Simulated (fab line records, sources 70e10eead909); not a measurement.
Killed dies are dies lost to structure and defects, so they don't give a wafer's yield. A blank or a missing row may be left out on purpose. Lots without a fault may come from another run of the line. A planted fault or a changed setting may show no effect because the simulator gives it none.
fab line records | flow nand_harc
record lots=24 wafers=72 last_day=34
route steps=1302 shown A_STAIRCASE@739
lots that met no fault: from a run of the same line without faults
start_h: hours from the record's first day to the start of the lot's first wafer shown | wait_h: hours since the lot's step before | " the same as in the row above | L1.1+2: a row that stands for several wafers | - no value, or no start given | * or withheld: withheld | < > ~ a bound
route shown NAME@n: a module of which the file shows steps, and the number in the route of the first | usual: mean/standard deviation of fault-free wafers | same: alike in all rows | chamber/n: place in a boat | sites: the reading at each site | _std_site: their standard deviation | _edge_site: outer sites' mean less inner sites' | radius_mm: how far each site lies from the wafer's centre | mask NAME#n: copy n | behind: the tool/chamber that last shaped the wafer | hold: why the lot was held/for how many hours/how that ended | device: the transistor (n, p or np) that didn't switch | end of line: the same wafers' tests at the end of the route | a step without rows: its recipe alone | killed: dies lost to structure and defects at the first sort, not the wafer's yield | map: a wafer's dies, x killed, . not, _ none there
set.NAME: the setting as run; set.NAME@STEP: as run at that earlier step | model.NAME: the simulator's own value behind a step, which no gauge read
steps of the route over a sample of lots; a table a step, a row a wafer
services: from which hour (start_h, from the record's first day; less than 0 if before it) a tool's chamber was out of use, for how many hours, and why
## steps
# step NHARC_A_STAIRCASE_ETCH_225
# recipe target_depth_a=1000 time_s=40.5 ion_energy_ev=400 c4f8_flow_sccm=20 o2_flow_sccm=10 ar_flow_sccm=withheld rf_w=600 bias_w=1000 chemistry=C4F8/O2
# usual oes_product_au=0.942/0.013 rf_vpp_V=897/7.3
# same time_s=40.5
# columns lot.wafer tool chamber start_h wait_h oes_product_au rf_hours_counter_h rf_vpp_V
L075.1 rie_diel-05 3 - - 0.930 27 895
L075.2 " 0 " " 0.941 41 886
L075.6 " 3 " " 0.928 - 896
L074.3 rie_diel-13 2 - - 0.936 8 905
L074.4 " 3 " " 0.954 0 888
L074.5 " 3 " " 0.953 - 889
L077.2 rie_diel-05 3 - - 0.955 35 894
L077.1 " 0 " " 0.961 48 887
L077.3 " 2 " " 0.960 50 893
L076.3 rie_diel-08 1 - - 0.937 2 905
L076.4 " 0 " " 0.965 2 893
L076.5 " 1 " " 0.943 - 905
L078.1 rie_diel-13 2 - - 0.945 14 905
L078.2 " 0 " " 0.962 15 889
L078.6 " 1 " " 0.972 - 904
L079.2 rie_diel-13 0 - - 0.931 26 889
L079.3 " 2 " " 0.950 23 904
L079.5 " 0 " " 0.932 - 888
L081.1 rie_diel-13 2 - - 0.942 24 904
L081.4 " 3 " " 0.934 16 887
L081.2 " 0 " " 0.945 27 889
L080.2 rie_diel-13 3 - - 0.941 16 887
L080.4 " 1 " " 0.962 26 904
L080.3 " 2 " " 0.950 24 903
L082.3 rie_diel-05 2 - - 0.949 12 893
L082.1 " 0 " " 0.962 8 907
L082.5 " 1 " " 0.927 - 905
L083.1 rie_diel-08 3 - - 0.937 19 895
L083.3 " 0 " " 0.943 19 892
L083.6 " 3 " " 0.953 - 896
L085.2 rie_diel-13 1 - - 0.936 39 904
L085.1 " 2 " " 0.923 38 903
L085.5 " 2 " " 0.924 - 904
L084.2 rie_diel-08 1 - - 0.937 30 906
L084.1 " 2 " " 0.944 32 906
L084.3 " 3 " " 0.927 35 894
L086.2 rie_diel-13 2 - - 0.947 43 904
L086.3 " 3 " " 0.941 35 886
L086.5 " 2 " " 0.943 - 904
L087.2 rie_diel-05 0 - - 0.958 27 905
L087.5 " 2 " " 0.949 - 892
L087.6 " 3 " " 0.936 - 895
L088.3 rie_diel-08 0 - - 0.957 38 892
L088.2 " 2 " " 0.940 36 905
L088.5 " 3 " " 0.955 - 896
L089.1 rie_diel-05 2 - - 0.941 38 894
L089.2 " 0 " " 0.950 32 906
L089.3 " 1 " " 0.922 32 902
L090.3 rie_diel-13 1 - - 0.957 52 903
L090.5 " 1 " " 0.958 - 903
L090.6 " 2 " " 0.949 - 904
L091.3 rie_diel-13 0 - - 0.935 1 887
L091.1 " 1 " " 0.968 1 902
L091.4 " 2 " " 0.946 1 905
L092.3 rie_diel-13 3 - - 0.942 6 886
L092.4 " 0 " " 0.928 6 888
L092.1 " 2 " " 0.935 9 904
L093.2 rie_diel-13 0 - - 0.935 7 886
L093.4 " 1 " " 0.966 11 900
L093.5 " 1 " " 0.970 - 903
L095.1 rie_diel-13 0 - - 0.904 12 886
L095.3 " 1 " " 0.936 15 900
L095.5 " 3 " " 0.924 - 887
L094.1 rie_diel-08 3 - - 0.952 6 894
L094.3 " 1 " " 0.960 9 904
L094.4 " 3 " " 0.947 - 896
L096.1 rie_diel-13 1 - - 0.957 17 903
L096.3 " 2 " " 0.943 19 904
L096.4 " 0 " " 0.938 13 887
L097.4 rie_diel-13 0 - - 0.909 22 888
L097.3 " 2 " " 0.919 25 904
L097.6 " 3 " " 0.923 - 887
# step NHARC_A_STAIRCASE_TRIM_226
# recipe time_s=211.2 o2_flow_sccm=500 ar_flow_sccm=0 bias_w=0 chemistry=O2
# usual drypump_motor_current_A=5.9/0.36 oes_product_au=1.002/0.011 rf_vpp_V=57.9/0.98 showerhead_plenum_p_Torr=3.55/0.2 throttle_valve_pct=17.037/0.0089
# same time_s=211.2
# columns lot.wafer tool chamber start_h wait_h drypump_motor_current_A oes_product_au rf_hours_counter_h rf_vpp_V showerhead_plenum_p_Torr throttle_valve_pct
L075.2 rie_diel-05 2 - - 5.8 1.007 44 56.9 3.45 17.036
L075.1 " 1 " " 6.2 0.999 43 58.0 3.78 17.033
L075.6 " 3 " " 6.0 1.007 - 58.3 3.50 17.029
L074.3 rie_diel-13 2 - - 5.8 0.998 8 58.1 3.77 17.047
L074.4 " 0 " " 5.6 0.990 8 58.1 3.34 17.052
L074.5 " 2 " " 5.7 0.993 - 58.4 3.77 17.051
L077.2 rie_diel-05 2 - - 5.8 1.003 50 58.7 3.45 17.021
L077.3 " 3 " " 6.0 0.997 35 57.3 3.50 17.046
L077.1 " 0 " " 5.6 1.012 48 56.4 3.27 17.045
L076.3 rie_diel-08 2 - - 6.0 1.000 2 59.3 3.81 17.031
L076.4 " 1 " " 6.3 0.998 2 57.9 3.78 17.032
L076.5 " 3 " " 5.2 1.003 - 57.6 3.54 17.048
L078.1 rie_diel-13 3 - - 5.9 1.012 6 57.3 3.31 17.047
L078.2 " 2 " " 5.7 1.002 14 58.0 3.77 17.025
L078.6 " 0 " " 5.6 1.005 - 58.6 3.34 17.041
L079.3 rie_diel-13 3 - - 5.9 0.991 15 56.5 3.31 17.023
L079.2 " 0 " " 5.6 0.997 26 56.4 3.33 17.026
L079.5 " 3 " " 5.9 0.995 - 57.0 3.31 17.037
L081.1 rie_diel-13 2 - - 5.7 1.015 24 58.4 3.76 17.028
L081.4 " 3 " " 5.9 1.004 16 57.4 3.31 17.037
L081.2 " 0 " " 5.6 1.008 27 56.7 3.33 17.037
L080.3 rie_diel-13 3 - - 5.9 0.999 16 56.4 3.31 17.034
L080.4 " 1 " " 6.6 1.025 26 57.8 3.73 17.043
L080.2 " 2 " " 5.7 1.008 24 59.0 3.76 17.042
L082.3 rie_diel-05 2 - - 5.8 0.994 12 58.4 3.44 17.038
L082.1 " 3 " " 6.0 0.999 10 57.7 3.49 17.036
L082.5 " 3 " " 6.0 0.998 - 58.9 3.49 17.036
L083.3 rie_diel-08 2 - - 6.0 1.003 19 59.0 3.80 17.033
L083.1 " 3 " " 5.2 1.015 19 57.6 3.53 17.036
L083.6 " 1 " " 6.3 0.999 - 57.3 3.77 17.041
L085.1 rie_diel-13 0 - - 5.6 0.991 44 57.7 3.32 17.030
L085.2 " 2 " " 5.7 0.990 38 59.8 3.75 17.048
L085.5 " 3 " " 5.9 1.007 - 57.4 3.30 17.052
L084.3 rie_diel-08 0 - - 5.9 1.004 34 57.3 3.45 17.042
L084.1 " 2 " " 6.0 1.012 32 59.7 3.79 17.025
L084.2 " 3 " " 5.2 1.015 35 57.6 3.52 17.052
L086.2 rie_diel-13 0 - - 5.6 0.996 48 56.7 3.32 17.040
L086.3 " 2 " " 5.8 1.003 43 57.6 3.75 17.036
L086.5 " 0 " " 5.6 1.000 - 56.3 3.32 17.021
L087.2 rie_diel-05 3 - - 6.0 1.006 31 57.5 3.48 17.030
L087.6 " 1 " " 6.2 0.977 - 58.8 3.76 17.035
L087.5 " 2 " " 5.8 1.013 - 58.2 3.43 17.043
L088.2 rie_diel-08 0 - - 5.9 0.996 38 58.0 3.45 17.045
L088.3 " 1 " " 6.3 1.008 35 59.0 3.76 17.055
L088.5 " 1 " " 6.3 1.004 - 59.5 3.76 17.048
L089.2 rie_diel-05 2 - - 5.8 0.998 38 56.3 3.42 17.039
L089.3 " 0 " " 5.6 1.013 32 58.0 3.79 17.040
L089.1 " 1 " " 6.2 0.986 32 59.8 3.76 17.041
L090.3 rie_diel-13 1 - - 6.6 1.027 52 58.0 3.71 17.013
L090.5 " 2 " " 5.7 1.006 - 59.0 3.74 17.035
L090.6 " 3 " " 5.9 1.010 - 56.6 3.29 17.046
L091.1 rie_diel-13 3 - - 5.9 1.010 1 56.9 3.29 17.025
L091.3 " 1 " " 6.6 0.999 1 59.9 3.71 17.025
L091.4 " 2 " " 5.7 0.989 1 58.7 3.74 17.023
L092.3 rie_diel-13 0 - - 5.6 0.983 6 56.8 3.31 17.047
L092.4 " 2 " " 5.8 0.997 9 57.7 3.74 17.040
L092.1 " 3 " " 5.9 0.995 6 56.9 3.29 17.032
L093.2 rie_diel-13 3 - - 5.9 1.001 7 56.7 3.29 17.030
L093.4 " 0 " " 5.6 0.991 8 58.5 3.31 17.032
L093.5 " 2 " " 5.7 1.006 - 58.0 3.74 17.037
L095.1 rie_diel-13 1 - - 6.6 1.013 15 58.8 3.71 17.037
L095.3 " 2 " " 5.7 1.000 17 58.0 3.73 17.039
L095.5 " 1 " " 6.6 1.017 - 59.6 3.71 17.018
L094.1 rie_diel-08 3 - - 5.2 1.002 6 58.6 3.51 17.030
L094.3 " 1 " " 6.3 1.015 9 59.2 3.74 17.040
L094.4 " 1 " " 6.3 1.007 - 57.6 3.74 17.044
L096.3 rie_diel-13 2 - - 5.7 0.990 19 59.2 3.73 17.033
L096.1 " 3 " " 5.9 1.001 15 57.1 3.28 17.038
L096.4 " 0 " " 5.6 0.983 13 56.6 3.31 17.049
L097.3 rie_diel-13 3 - - 5.9 1.010 22 57.0 3.28 17.026
L097.4 " 1 " " 6.6 1.017 25 59.2 3.70 17.039
L097.6 " 3 " " 5.9 1.000 - 57.5 3.28 17.035
# step NHARC_A_STAIRCASE_ETCH_227
# recipe target_depth_a=1000 time_s=40.5 ion_energy_ev=400 c4f8_flow_sccm=20 o2_flow_sccm=10 ar_flow_sccm=withheld rf_w=600 bias_w=1000 chemistry=C4F8/O2
# usual oes_product_au=0.945/0.018 rf_vpp_V=897/7.1
# same time_s=40.5
# columns lot.wafer tool chamber start_h wait_h oes_product_au rf_hours_counter_h rf_vpp_V
L075.2 rie_diel-05 2 - - 0.947 45 895
L075.1 " 3 " " 0.936 29 896
L075.6 " 2 " " 0.938 - 893
L074.3 rie_diel-13 1 - - 0.938 8 903
L074.4 " 3 " " 0.943 1 887
L074.5 " 2 " " 0.937 - 905
L077.3 rie_diel-05 3 - - 0.957 35 895
L077.2 " 0 " " 0.956 48 887
L077.1 " 2 " " 0.954 50 893
L076.4 rie_diel-08 1 - - 0.936 2 906
L076.3 " 3 " " 0.951 2 896
L076.5 " 0 " " 0.954 - 893
L078.1 rie_diel-13 2 - - 0.933 14 904
L078.2 " 3 " " 0.931 7 888
L078.6 " 0 " " 0.936 - 889
L079.3 rie_diel-13 0 - - 0.933 26 889
L079.2 " 1 " " 0.962 26 902
L079.5 " 3 " " 0.921 - 888
L081.4 rie_diel-13 3 - - 0.926 16 887
L081.2 " 0 " " 0.938 27 889
L081.1 " 2 " " 0.944 24 904
L080.3 rie_diel-13 2 - - 0.946 24 903
L080.4 " 3 " " 0.942 16 887
L080.2 " 0 " " 0.938 27 889
L082.3 rie_diel-05 2 - - 0.933 12 892
L082.1 " 0 " " 0.957 8 906
L082.5 " 2 " " 0.943 - 891
L083.3 rie_diel-08 0 - - 0.941 20 894
L083.1 " 1 " " 0.943 19 903
L083.6 " 0 " " 0.939 - 895
L085.1 rie_diel-13 1 - - 0.963 39 904
L085.2 " 3 " " 0.944 30 889
L085.5 " 0 " " 0.931 - 889
L084.2 rie_diel-08 3 - - 0.925 35 895
L084.1 " 0 " " 0.923 34 894
L084.3 " 2 " " 0.938 32 907
L086.2 rie_diel-13 2 - - 0.948 43 905
L086.3 " 0 " " 0.939 48 889
L086.5 " 1 " " 0.948 - 902
L087.2 rie_diel-05 0 - - 0.945 27 903
L087.5 " 2 " " 0.947 - 893
L087.6 " 3 " " 0.952 - 894
L088.3 rie_diel-08 1 - - 0.936 35 905
L088.2 " 3 " " 0.959 39 896
L088.5 " 1 " " 0.950 - 903
L089.3 rie_diel-05 2 - - 0.939 38 892
L089.2 " 0 " " 0.943 32 905
L089.1 " 1 " " 0.920 33 904
L090.3 rie_diel-08 3 519.30 - 1.018 47 897
L090.5 " 3 " " 1.017 - 896
L090.6 " 0 " " 1.009 - 893
L091.4 rie_diel-13 3 - - 0.929 1 888
L091.3 " 0 " " 0.926 1 887
L091.1 " 2 " " 0.932 1 903
L092.1 rie_diel-13 1 - - 0.959 9 903
L092.4 " 2 " " 0.949 9 905
L092.3 " 3 " " 0.966 6 886
L093.2 rie_diel-13 3 - - 0.945 7 887
L093.4 " 0 " " 0.939 8 887
L093.5 " 3 " " 0.946 - 887
L095.3 rie_diel-13 2 - - 0.918 17 903
L095.1 " 0 " " 0.927 12 887
L095.5 " 3 " " 0.940 - 887
L094.3 rie_diel-08 2 - - 0.951 7 906
L094.1 " 3 " " 0.949 6 894
L094.4 " 3 " " 0.947 - 896
L096.3 rie_diel-13 1 - - 0.950 17 903
L096.4 " 3 " " 0.938 15 887
L096.1 " 0 " " 0.928 13 889
L097.3 rie_diel-13 1 - - 0.942 25 902
L097.4 " 2 " " 0.926 25 903
L097.6 " 3 " " 0.929 - 887
# step NHARC_A_STAIRCASE_ETCH_271
# recipe cf4_flow_sccm=100 chf3_flow_sccm=30 ar_flow_sccm=0 rf_w=500 bias_w=200 chemistry=CF4/CHF3
# usual drypump_motor_current_A=5.9/0.36 oes_product_au=0.953/0.024 rf_vpp_V=371.4/2.9 showerhead_plenum_p_Torr=1.59/0.086 throttle_valve_pct=16.802/0.0093
# columns lot.wafer tool chamber start_h wait_h drypump_motor_current_A oes_product_au rf_hours_counter_h rf_vpp_V showerhead_plenum_p_Torr throttle_valve_pct
L075.1 rie_diel-05 2 373.54 0.1 5.8 0.985 47 368.4 1.54 16.799
L075.2 " 1 " " 6.2 0.973 45 375.8 1.69 16.796
L075.6 " 3 " " 6.0 0.976 - 372.3 1.56 16.825
L074.3 rie_diel-13 1 374.52 0.3 6.6 0.947 10 374.9 1.67 16.806
L074.4 " 3 " " 5.9 0.947 2 367.1 1.48 16.798
L074.5 " 2 " " 5.7 0.942 - 375.0 1.68 16.803
L077.3 rie_diel-08 1 392.88 0.1 6.3 0.957 4 374.2 1.69 16.811
L077.1 " 2 " " 6.0 0.956 5 374.8 1.70 16.797
L077.2 " 3 " " 5.2 0.978 4 371.3 1.58 16.796
L076.3 rie_diel-13 3 393.53 0.1 5.9 0.957 8 368.8 1.48 16.817
L076.4 " 0 " " 5.6 0.985 17 368.8 1.49 16.807
L076.5 " 3 " " 5.9 0.964 - 367.0 1.48 16.801
L078.1 rie_diel-05 1 394.86 0.1 6.2 0.964 51 374.9 1.69 16.810
L078.2 " 2 " " 5.8 0.989 52 369.5 1.54 16.777
L078.6 " 3 " " 6.0 0.972 - 371.0 1.56 16.800
L079.3 rie_diel-08 0 421.61 0.1 5.9 0.987 14 370.6 1.54 16.815
L079.2 " 1 " " 6.3 0.963 14 376.8 1.68 16.784
L079.5 " 0 " " 5.9 0.979 - 369.3 1.54 16.823
L081.1 rie_diel-13 1 423.00 0.1 6.6 0.990 27 373.9 1.66 16.797
L081.4 " 2 " " 5.7 0.994 25 374.9 1.68 16.799
L081.2 " 0 " " 5.6 0.965 28 367.4 1.49 16.821
L080.3 rie_diel-13 1 423.42 0.1 6.6 0.960 28 373.0 1.66 16.795
L080.4 " 2 " " 5.8 0.969 25 372.9 1.68 16.801
L080.2 " 0 " " 5.6 0.948 28 368.4 1.48 16.800
L082.1 rie_diel-08 0 446.60 0.1 5.9 0.974 20 369.4 1.54 16.805
L082.3 " 1 " " 6.3 0.965 20 373.5 1.68 16.808
L082.5 " 3 " " 5.2 0.977 - 371.1 1.57 16.801
L083.1 rie_diel-13 2 451.53 0.1 5.7 0.932 35 372.3 1.68 16.795
L083.3 " 1 " " 6.6 0.942 35 373.6 1.66 16.803
L083.6 " 2 " " 5.7 0.927 - 374.4 1.68 16.794
L085.1 rie_diel-05 2 484.21 0.1 5.8 0.963 28 371.0 1.53 16.794
L085.2 " 0 " " 5.6 0.984 22 375.4 1.69 16.808
L085.5 " 2 " " 5.8 0.953 - 370.5 1.53 16.805
L084.2 rie_diel-13 0 488.03 0.1 5.6 0.958 48 366.8 1.48 16.803
L084.1 " 2 " " 5.7 0.981 43 374.1 1.67 16.788
L084.3 " 3 " " 5.9 0.964 35 366.8 1.47 16.807
L086.2 rie_diel-13 1 491.90 0.1 6.6 0.975 44 372.0 1.66 16.793
L086.3 " 0 " " 5.6 0.964 49 366.7 1.48 16.818
L086.5 " 2 " " 5.7 0.950 - 373.5 1.67 16.788
L087.2 rie_diel-05 0 514.86 0.6 5.6 0.927 31 374.8 1.69 16.804
L087.6 " 0 " " 5.6 0.938 - 374.3 1.69 16.796
L087.5 " 1 " " 6.2 0.904 - 373.2 1.68 16.796
L088.2 rie_diel-13 1 514.87 0.1 6.6 0.949 50 374.5 1.66 16.807
L088.3 " 3 " " 5.9 0.943 45 367.7 1.47 16.806
L088.5 " 1 " " 6.6 0.956 - 372.6 1.66 16.805
L089.2 rie_diel-08 1 525.89 0.1 6.3 0.933 43 373.8 1.67 16.796
L089.3 " 2 " " 5.9 0.922 44 374.2 1.69 16.785
L089.1 " 0 " " 5.9 0.924 48 370.3 1.54 16.804
L090.3 rie_diel-05 1 527.58 0.1 6.2 0.938 36 375.0 1.68 16.822
L090.5 " 3 " " 6.0 0.955 - 368.4 1.55 16.800
L090.6 " 0 " " 5.6 0.952 - 373.9 1.69 16.801
L091.1 rie_diel-05 1 539.75 0.1 6.1 0.906 42 373.6 1.67 16.811
L091.4 " 2 " " 5.7 0.922 46 368.6 1.52 16.813
L091.3 " 0 " " 5.6 0.931 42 375.4 1.69 16.803
L092.4 rie_diel-08 2 561.62 0.1 6.0 0.988 2 372.4 1.69 16.796
L092.1 " 0 " " 5.9 0.974 1 369.7 1.53 16.805
L092.3 " 1 " " 6.3 0.969 1 371.7 1.67 16.795
L093.2 rie_diel-05 3 571.73 0.2 6.0 0.923 54 368.6 1.55 16.804
L093.4 " 0 " " 5.6 0.937 52 374.7 1.69 16.803
L093.5 " 1 " " 6.2 0.918 - 374.9 1.67 16.807
L095.1 rie_diel-13 3 584.20 0.1 5.9 0.945 16 368.6 1.46 16.808
L095.3 " 0 " " 5.6 0.918 14 368.5 1.48 16.778
L095.5 " 3 " " 5.9 0.963 - 365.9 1.46 16.794
L094.1 rie_diel-08 2 585.71 0.6 6.0 0.974 10 374.0 1.68 16.801
L094.4 " 0 " " 5.9 0.947 12 370.7 1.53 16.809
L094.3 " 1 " " 6.3 0.964 12 374.8 1.67 16.818
L096.4 rie_diel-08 0 591.06 0.2 5.9 0.963 16 369.2 1.53 16.811
L096.3 " 1 " " 6.3 0.932 16 373.4 1.67 16.777
L096.1 " 2 " " 5.9 0.933 13 374.4 1.68 16.803
L097.3 rie_diel-13 0 607.85 0.1 5.6 0.900 26 368.8 1.47 16.806
L097.4 " 2 " " 5.7 0.913 28 373.0 1.66 16.802
L097.6 " 0 " " 5.6 0.902 - 367.3 1.47 16.786
# step NHARC_A_STAIRCASE_HM_OPEN_457
# recipe o2_flow_sccm=400 cos_flow_sccm=20 ar_flow_sccm=0 rf_w=500 bias_w=300 chemistry=O2/COS
# usual drypump_motor_current_A=5.9/0.35 oes_product_au=1.004/0.011 rf_vpp_V=468/3.7 showerhead_plenum_p_Torr=3.16/0.17 throttle_valve_pct=28.329/0.0094
# columns lot.wafer tool chamber start_h wait_h drypump_motor_current_A oes_product_au rf_hours_counter_h rf_vpp_V showerhead_plenum_p_Torr throttle_valve_pct
L075.2 rie_diel-05 0 - - 5.6 1.025 44 462 2.90 28.340
L075.1 " 2 " " 5.8 1.017 47 466 3.05 28.339
L075.6 " 1 " " 6.2 1.001 - 472 3.35 28.330
L074.4 rie_diel-13 2 - - 5.7 1.004 10 472 3.34 28.317
L074.3 " 3 " " 5.9 1.004 2 464 2.93 28.343
L074.5 " 1 " " 6.6 1.005 - 472 3.31 28.329
L077.1 rie_diel-08 0 - - 5.9 1.005 4 467 3.07 28.323
L077.2 " 1 " " 6.3 1.000 4 471 3.34 28.330
L077.3 " 2 " " 6.0 0.985 5 474 3.37 28.334
L076.4 rie_diel-13 1 - - 6.6 1.024 16 471 3.31 28.321
L076.3 " 3 " " 5.9 0.999 8 463 2.93 28.328
L076.5 " 0 " " 5.6 1.006 - 464 2.95 28.325
L078.2 rie_diel-05 3 - - 6.0 1.005 38 467 3.09 28.339
L078.1 " 0 " " 5.7 1.000 52 463 2.89 28.335
L078.6 " 2 " " 5.8 1.007 - 468 3.05 28.330
L079.3 rie_diel-08 0 - - 5.9 1.005 14 466 3.06 28.319
L079.2 " 3 " " 5.2 1.002 14 467 3.13 28.335
L079.5 " 0 " " 5.9 1.011 - 467 3.06 28.330
L081.1 rie_diel-13 3 - - 5.9 0.996 17 462 2.92 28.327
L081.4 " 0 " " 5.6 1.006 28 465 2.95 28.318
L081.2 " 1 " " 6.6 1.025 27 470 3.30 28.312
L080.2 rie_diel-13 0 - - 5.6 1.004 29 463 2.95 28.316
L080.3 " 1 " " 6.6 1.012 28 470 3.30 28.324
L080.4 " 1 " " 6.6 1.015 - 470 3.30 28.314
L082.1 rie_diel-08 1 - - 6.3 1.014 20 471 3.33 28.327
L082.3 " 2 " " 6.0 1.002 20 472 3.36 28.312
L082.5 " 2 " " 6.0 0.989 - 474 3.36 28.329
L083.1 rie_diel-13 3 - - 5.9 1.010 26 463 2.92 28.337
L083.3 " 0 " " 5.6 1.012 40 463 2.94 28.345
L083.6 " 2 " " 5.7 1.008 - 474 3.33 28.326
L085.1 rie_diel-05 2 - - 5.8 0.993 28 464 3.03 28.340
L085.2 " 0 " " 5.6 1.021 22 472 3.36 28.338
L085.5 " 2 " " 5.8 1.003 - 464 3.03 28.325
L084.1 rie_diel-13 1 - - 6.6 1.015 43 472 3.29 28.332
L084.2 " 2 " " 5.7 1.004 43 472 3.32 28.336
L084.3 " 3 " " 5.9 1.009 35 463 2.91 28.353
L086.3 rie_diel-13 1 - - 6.6 1.017 44 471 3.29 28.329
L086.2 " 2 " " 5.7 1.008 45 472 3.32 28.310
L086.5 " 3 " " 5.9 1.003 - 463 2.91 28.324
L087.2 rie_diel-05 2 - - 5.8 0.995 36 465 3.03 28.328
L087.5 " 1 " " 6.2 0.979 - 469 3.33 28.339
L087.6 " 2 " " 5.8 1.002 - 466 3.03 28.341
L088.3 rie_diel-13 0 - - 5.6 0.999 55 464 2.93 28.328
L088.2 " 1 " " 6.6 1.021 50 469 3.29 28.345
L088.5 " 3 " " 5.9 1.007 - 463 2.91 28.314
L089.2 rie_diel-08 3 - - 5.2 1.009 49 467 3.11 28.338
L089.3 " 1 " " 6.3 1.001 43 471 3.32 28.345
L089.1 " 2 " " 6.0 1.014 44 471 3.35 28.338
L090.3 rie_diel-05 1 - - 6.2 0.985 36 472 3.32 28.323
L090.5 " 3 " " 6.0 0.996 - 466 3.07 28.344
L090.6 " 0 " " 5.7 1.007 - 474 3.35 28.337
L091.1 rie_diel-05 3 - - 6.0 1.005 45 466 3.07 28.339
L091.4 " 0 " " 5.6 1.014 42 471 3.35 28.323
L091.3 " 1 " " 6.2 0.992 42 471 3.32 28.324
L092.3 rie_diel-08 2 - - 6.0 1.006 2 472 3.35 28.316
L092.4 " 3 " " 5.2 0.998 1 466 3.11 28.323
L092.1 " 0 " " 5.9 1.016 1 465 3.04 28.336
L093.4 rie_diel-05 3 - - 6.0 0.989 54 465 3.07 28.364
L093.2 " 0 " " 5.6 1.016 52 472 3.35 28.324
L093.5 " 1 " " 6.2 0.985 - 470 3.32 28.336
L095.3 rie_diel-13 3 - - 5.9 1.007 16 464 2.90 28.322
L095.1 " 1 " " 6.6 1.015 18 470 3.28 28.310
L095.5 " 3 " " 5.9 1.005 - 463 2.90 28.345
L094.1 rie_diel-08 3 - - 5.2 1.008 12 466 3.10 28.330
L094.4 " 0 " " 5.9 1.017 13 463 3.04 28.326
L094.3 " 2 " " 6.0 1.005 10 471 3.34 28.340
L096.3 rie_diel-08 1 - - 6.3 1.011 16 470 3.31 28.330
L096.1 " 3 " " 5.2 1.008 15 467 3.10 28.315
L096.4 " 0 " " 5.9 1.008 16 467 3.04 28.334
L097.4 rie_diel-13 0 - - 5.6 0.969 26 463 2.92 28.337
L097.3 " 2 " " 5.7 0.990 28 472 3.30 28.319
L097.6 " 0 " " 5.6 0.981 - 462 2.92 28.321
# step NHARC_A_STAIRCASE_ETCH_315
# recipe target_depth_a=25000 time_s=607.1 ion_energy_ev=800 c4f8_flow_sccm=80 o2_flow_sccm=60 ar_flow_sccm=withheld rf_w=600 bias_w=3000 chemistry=C4F8/O2/Ar
# usual oes_product_au=0.934/0.01 rf_vpp_V=1832/13
# same time_s=607.1
# columns lot.wafer tool chamber start_h wait_h oes_product_au rf_hours_counter_h rf_vpp_V
L075.2 rie_diel-08 3 - - 0.938 4 1828
L075.1 " 0 " " 0.962 4 1823
L075.6 " 2 " " 0.934 - 1846
L074.3 rie_diel-13 2 - - 0.927 17 1842
L074.4 " 3 " " 0.928 9 1810
L074.5 " 2 " " 0.935 - 1843
L077.3 rie_diel-08 3 - - 0.932 9 1827
L077.1 " 0 " " 0.937 8 1821
L077.2 " 1 " " 0.927 7 1846
L076.4 rie_diel-13 3 - - 0.928 13 1810
L076.3 " 2 " " 0.927 20 1843
L076.5 " 3 " " 0.923 - 1810
L078.2 rie_diel-08 2 - - 0.933 9 1846
L078.1 " 0 " " 0.931 9 1822
L078.6 " 2 " " 0.925 - 1847
L079.2 rie_diel-05 2 - - 0.926 11 1821
L079.3 " 3 " " 0.936 9 1824
L079.5 " 2 " " 0.930 - 1820
L081.4 rie_diel-13 0 - - 0.927 35 1812
L081.2 " 1 " " 0.956 34 1841
L081.1 " 3 " " 0.933 21 1812
L080.3 rie_diel-05 0 - - 0.945 9 1847
L080.2 " 1 " " 0.921 11 1845
L080.4 " 2 " " 0.927 13 1820
L082.1 rie_diel-08 3 - - 0.934 27 1827
L082.3 " 0 " " 0.939 26 1821
L082.5 " 2 " " 0.946 - 1846
L083.1 rie_diel-13 1 - - 0.955 37 1840
L083.3 " 3 " " 0.925 28 1809
L083.6 " 0 " " 0.936 - 1812
L085.2 rie_diel-08 1 - - 0.931 33 1842
L085.1 " 0 " " 0.946 36 1822
L085.5 " 2 " " 0.937 - 1846
L084.2 rie_diel-08 3 - - 0.939 38 1827
L084.1 " 0 " " 0.932 38 1822
L084.3 " 1 " " 0.929 35 1845
L086.2 rie_diel-05 0 - - 0.928 29 1846
L086.3 " 2 " " 0.931 35 1821
L086.5 " 1 " " 0.911 - 1844
L087.2 rie_diel-08 0 - - 0.940 49 1820
L087.6 " 2 " " 0.934 - 1845
L087.5 " 3 " " 0.932 - 1826
L088.3 rie_diel-05 1 - - 0.909 38 1843
L088.2 " 2 " " 0.939 43 1819
L088.5 " 3 " " 0.922 - 1822
L089.2 rie_diel-13 1 - - 0.936 3 1839
L089.1 " 2 " " 0.933 3 1843
L089.3 " 3 " " 0.928 2 1810
L090.3 rie_diel-08 1 - - 0.945 50 1842
L090.5 " 0 " " 0.948 - 1822
L090.6 " 1 " " 0.949 - 1842
L091.1 rie_diel-05 3 - - 0.945 50 1823
L091.4 " 0 " " 0.938 48 1846
L091.3 " 1 " " 0.922 49 1842
L092.1 rie_diel-08 2 - - 0.925 6 1843
L092.3 " 3 " " 0.939 5 1825
L092.4 " 2 " " 0.933 - 1845
L093.2 rie_diel-08 0 - - 0.942 11 1820
L093.4 " 1 " " 0.933 12 1844
L093.5 " 0 " " 0.948 - 1819
L095.1 rie_diel-08 1 - - 0.933 20 1841
L095.3 " 2 " " 0.925 16 1844
L095.5 " 1 " " 0.946 - 1844
L094.3 rie_diel-13 3 - - 0.940 24 1808
L094.1 " 1 " " 0.942 27 1839
L094.4 " 2 " " 0.927 27 1841
L096.1 rie_diel-13 3 - - 0.937 24 1808
L096.3 " 0 " " 0.913 24 1808
L096.4 " 1 " " 0.938 27 1840
L097.4 rie_diel-13 1 - - 0.949 31 1838
L097.3 " 3 " " 0.938 31 1807
L097.6 " 0 " " 0.920 - 1809
## services
# columns tool chamber start_h hours kind
rie_diel-13 - 342.15 9.0 pm
rie_diel-13 0 342.15 9.0 vent_cycle
rie_diel-13 1 342.15 9.0 vent_cycle
rie_diel-13 2 342.15 9.0 vent_cycle
rie_diel-13 3 342.15 9.0 vent_cycle
rie_diel-13 0 351.15 - clean
rie_diel-13 1 351.15 - clean
rie_diel-13 2 351.15 - clean
rie_diel-13 3 351.15 - clean
rie_diel-08 1 362.56 14.8 repair
rie_diel-13 3 367.62 6.2 repair
rie_diel-08 - 367.80 9.0 pm
rie_diel-13 0 375.66 - clean
rie_diel-13 1 375.66 - clean
rie_diel-13 2 375.66 - clean
rie_diel-13 3 375.66 - clean
rie_diel-13 0 400.52 - clean
rie_diel-13 1 400.52 - clean
rie_diel-13 2 400.52 - clean
rie_diel-13 3 400.52 - clean
rie_diel-05 - 407.60 9.0 pm
rie_diel-13 1 446.38 4.5 repair
rie_diel-08 - 544.85 9.0 pm
rie_diel-05 - 583.25 28.3 repair
## key
fault none
